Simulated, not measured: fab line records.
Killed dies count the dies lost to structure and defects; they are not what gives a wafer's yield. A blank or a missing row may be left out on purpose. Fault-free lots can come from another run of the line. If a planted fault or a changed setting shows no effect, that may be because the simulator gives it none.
Lot-split experiment + flow n5_finfet + 21 wafers read from 7 lots, route of 1938 steps

## THE SPLIT
At N5_SD_EPI_N_PEB_07 (peb time 60 s), the setting peb_time_s was moved away from the recipe's 60 s on 8 of the 21 wafers read, by -21.4% to +18.0%. The other wafers ran this setting at the recipe's value.

## BETWEEN THE SPLIT AND THE READING: the file shows 1 step in between
- N5_SD_EPI_N_DEVELOP_08: develop time 30 s

## THE READING
cd_nm at N5_SD_EPI_N_CD_MEAS_09, given in nm (cd target 120 nm). A value of 120.0 nm with a standard deviation of 0.55 nm is what fault-free wafers of this fab line usually give.

| wafer  | tool, chamber at the split | peb_time_s as run, s | against the recipe | cd_nm, nm | against lot-mates on the recipe |
|--------|----------------------------|----------------------|--------------------|-----------|---------------------------------|
| L076.1 | litho_track-04, 0          | 60                   | recipe             | 120.7     | -                               |
| L076.4 | litho_track-04, 0          | 60                   | recipe             | 121.9     | -                               |
| L076.6 | litho_track-04, 0          | 60                   | recipe             | 120.3     | -                               |
| L077.4 | litho_track-02, 0          | 60                   | recipe             | 119.1     | -                               |
| L077.5 | litho_track-02, 0          | 60                   | recipe             | 117.0     | -                               |
| L077.6 | litho_track-02, 0          | 64.29                | +7.2%              | 121.5     | +3.5                            |
| L078.1 | litho_track-01, 0          | 47.19                | -21.4%             | 110.3     | -9.2                            |
| L078.3 | litho_track-01, 0          | 47.19                | -21.4%             | 110.8     | -8.7                            |
| L078.5 | litho_track-01, 0          | 60                   | recipe             | 119.5     | -                               |
| L083.2 | litho_track-02, 0          | 60                   | recipe             | 120.0     | -                               |
| L083.4 | litho_track-02, 0          | 49.64                | -17.3%             | 112.5     | -7.5                            |
| L083.6 | litho_track-02, 0          | 49.64                | -17.3%             | 113.2     | -6.8                            |
| L089.2 | litho_track-02, 0          | 70.12                | +16.9%             | 126.6     | +5.4                            |
| L089.4 | litho_track-02, 0          | 60                   | recipe             | 120.5     | -                               |
| L089.6 | litho_track-02, 0          | 60                   | recipe             | 121.9     | -                               |
| L090.1 | litho_track-04, 0          | 60                   | recipe             | 120.6     | -                               |
| L090.3 | litho_track-04, 0          | 60                   | recipe             | 122.8     | -                               |
| L090.5 | litho_track-04, 0          | 70.78                | +18.0%             | 125.2     | +3.5                            |
| L096.2 | litho_track-02, 0          | 60                   | recipe             | 119.9     | -                               |
| L096.5 | litho_track-02, 0          | 60                   | recipe             | 116.3     | -                               |
| L096.6 | litho_track-02, 0          | 50.53                | -15.8%             | 113.4     | -4.7                            |

FIT RESULTS
A straight line over all 21 wafers: cd_nm changes by +0.396 nm for each +1% of peb_time_s; r = +0.94; the points scatter about the line by 1.6 nm.
The same after taking each lot's own level away (the mean of its wafers on the recipe; 21 wafers): +0.359 nm for each +1%; r = +0.96; scatter 1.2 nm.
That fit puts the effect of the largest move of peb_time_s on the reading at 7.7 nm.
From 118.05 to 121.70 nm: that is the span of the lots' own levels, equal to 6.6 times the standard deviation above.
So the lot-to-lot level changes the slope: the two fits differ.
Check: -7.64 nm against its lot-mates is what the line predicts for one of the wafers moved furthest among these (-21.4%) when that wafer is left out of the fit. It came out at -9.2 nm against them.

## OTHER SPLITS APPLIED TO THESE WAFERS
Note: prior to the reading, these wafers also went through further splits. Each is held against what the fit with the lots' levels taken away leaves over:
| other split on the same wafers | wafers away from the commonest value | r with cd_nm (lot level and that fit taken away) |
|--------------------------------|--------------------------------------|--------------------------------------------------|
| N5_SD_EPI_N_EXPOSE_06 dose_mj  | 5                                    | +0.41                                            |

## THE WHOLE CHAIN: every reading that the file lists as answering this split, in the file's order
| step                   | what it does                                           | reading                                                         | change (the file's fit)                                                                  | r (the file's) |
|------------------------|--------------------------------------------------------|-----------------------------------------------------------------|------------------------------------------------------------------------------------------|----------------|
| N5_SD_EPI_N_CD_MEAS_09 | target cd 120 nm                                       | cd_nm                                                           | +0.341 nm for each +1% of the setting                                                    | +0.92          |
| N5_SD_EPI_N_DESCUM_14  | chemistry O2, time 7.9 s                               | SD_EPI_N.cd_nm (the simulator's own value, which no gauge read) | +0.363 nm for each +1% of the setting, in a fit together with dose_mj@SD_EPI_N_EXPOSE_06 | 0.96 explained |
| N5_SD_EPI_N_ETCH_34    | etches SiARC in CF4, target depth 45.5 nm, time 75.8 s | SD_EPI_N.cd_nm (the simulator's own value, which no gauge read) | +0.367 nm for each +1% of the setting, in a fit together with dose_mj@SD_EPI_N_EXPOSE_06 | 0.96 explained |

## FILE'S OWN FIT
cd_nm changes by +0.341 nm for each +1% of peb_time_s, r = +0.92.
